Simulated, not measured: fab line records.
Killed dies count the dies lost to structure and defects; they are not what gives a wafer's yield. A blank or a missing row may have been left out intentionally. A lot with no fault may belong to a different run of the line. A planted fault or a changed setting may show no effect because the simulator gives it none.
Matching of chambers || flow n5 finfet || rie diel-01 running N5_SD_EPI_P_ETCHBACK_46: 3 sister chambers
The step etches SiNx in CH3F/O2, stops on SiO2, target depth 17.5 nm. 14 wafers are shown with their chamber, then 5 later ones without.

== EACH WAFER AND ITS CHAMBER ==
{"wafer": "L076.2", "chamber": 3, "showerhead plenum p Torr (Torr)": 2.01, "drypump motor current A (A)": 5.4, "rf vpp V (V)": 301}
{"wafer": "L076.4", "chamber": 3, "showerhead plenum p Torr (Torr)": 2.01, "drypump motor current A (A)": 5.4, "rf vpp V (V)": 300}
{"wafer": "L076.6", "chamber": 2, "showerhead plenum p Torr (Torr)": 1.91, "drypump motor current A (A)": 6.2, "rf vpp V (V)": 311}
{"wafer": "L078.1", "chamber": 2, "showerhead plenum p Torr (Torr)": 1.91, "drypump motor current A (A)": 6.2, "rf vpp V (V)": 311}
{"wafer": "L078.4", "chamber": 1, "showerhead plenum p Torr (Torr)": 2.03, "drypump motor current A (A)": 5.5, "rf vpp V (V)": 287}
{"wafer": "L078.6", "chamber": 1, "showerhead plenum p Torr (Torr)": 2.03, "drypump motor current A (A)": 5.5, "rf vpp V (V)": 286}
{"wafer": "L079.1", "chamber": 3, "showerhead plenum p Torr (Torr)": 2.01, "drypump motor current A (A)": 5.4, "rf vpp V (V)": 300}
{"wafer": "L079.2", "chamber": 2, "showerhead plenum p Torr (Torr)": 1.91, "drypump motor current A (A)": 6.3, "rf vpp V (V)": 312}
{"wafer": "L079.3", "chamber": 1, "showerhead plenum p Torr (Torr)": 2.03, "drypump motor current A (A)": 5.5, "rf vpp V (V)": 284}
{"wafer": "L087.1", "chamber": 1, "showerhead plenum p Torr (Torr)": 2.02, "drypump motor current A (A)": 5.5, "rf vpp V (V)": 285}
{"wafer": "L087.2", "chamber": 2, "showerhead plenum p Torr (Torr)": 1.91, "drypump motor current A (A)": 6.3, "rf vpp V (V)": 310}
{"wafer": "L087.3", "chamber": 3, "showerhead plenum p Torr (Torr)": 2.01, "drypump motor current A (A)": 5.4, "rf vpp V (V)": 299}
{"wafer": "L089.1", "chamber": 2, "showerhead plenum p Torr (Torr)": 1.91, "drypump motor current A (A)": 6.3, "rf vpp V (V)": 311}
{"wafer": "L089.2", "chamber": 3, "showerhead plenum p Torr (Torr)": 2.01, "drypump motor current A (A)": 5.4, "rf vpp V (V)": 299}

SIGNATURES (means of the wafers above)
{"reading": "showerhead plenum p Torr", "chamber 1": 2.0275, "chamber 2": 1.9100, "chamber 3": 2.0100, "scatter within a chamber": 0.00261}
{"reading": "drypump motor current A", "chamber 1": 5.500, "chamber 2": 6.260, "chamber 3": 5.400, "scatter within a chamber": 0.033}
{"reading": "rf vpp V", "chamber 1": 285.50, "chamber 2": 311.00, "chamber 3": 299.80, "scatter within a chamber": 0.944}
Rule: for each reading, subtract the chamber's mean from the wafer's reading, divide by that reading's scatter and square the result; add these up over the readings and take the root, which gives the wafer's distance from the chamber. The wafer belongs to the nearest chamber; if the next one is less than 2 further off, it can't be placed. The scatter: take each reading less its chamber's mean, square it, sum over the shown wafers, divide by the number of wafers less the number of chambers, and take the root.

== WAFERS WITH NO CHAMBER GIVEN ==
{"wafer": "L089.5", "showerhead plenum p Torr (Torr)": 2.02, "drypump motor current A (A)": 5.4, "rf vpp V (V)": 285}
{"wafer": "L092.1", "showerhead plenum p Torr (Torr)": 2.00, "drypump motor current A (A)": 5.4, "rf vpp V (V)": 300}
{"wafer": "L092.2", "showerhead plenum p Torr (Torr)": 2.02, "drypump motor current A (A)": 5.5, "rf vpp V (V)": 285}
{"wafer": "L097.1", "showerhead plenum p Torr (Torr)": 1.90, "drypump motor current A (A)": 6.3, "rf vpp V (V)": 310}
{"wafer": "L097.3", "showerhead plenum p Torr (Torr)": 2.00, "drypump motor current A (A)": 5.4, "rf vpp V (V)": 300}

== THE CHAMBER EACH PASSED THROUGH ==
{"wafer": "L089.5", "from the rows above": 1, "in truth": 1}
{"wafer": "L092.1", "from the rows above": 3, "in truth": 3}
{"wafer": "L092.2", "from the rows above": 1, "in truth": 1}
{"wafer": "L097.1", "from the rows above": 2, "in truth": 2}
{"wafer": "L097.3", "from the rows above": 3, "in truth": 3}
Correct placement for 5 of the 5. Not placeable from these rows: 0. Number placed wrongly: 0.
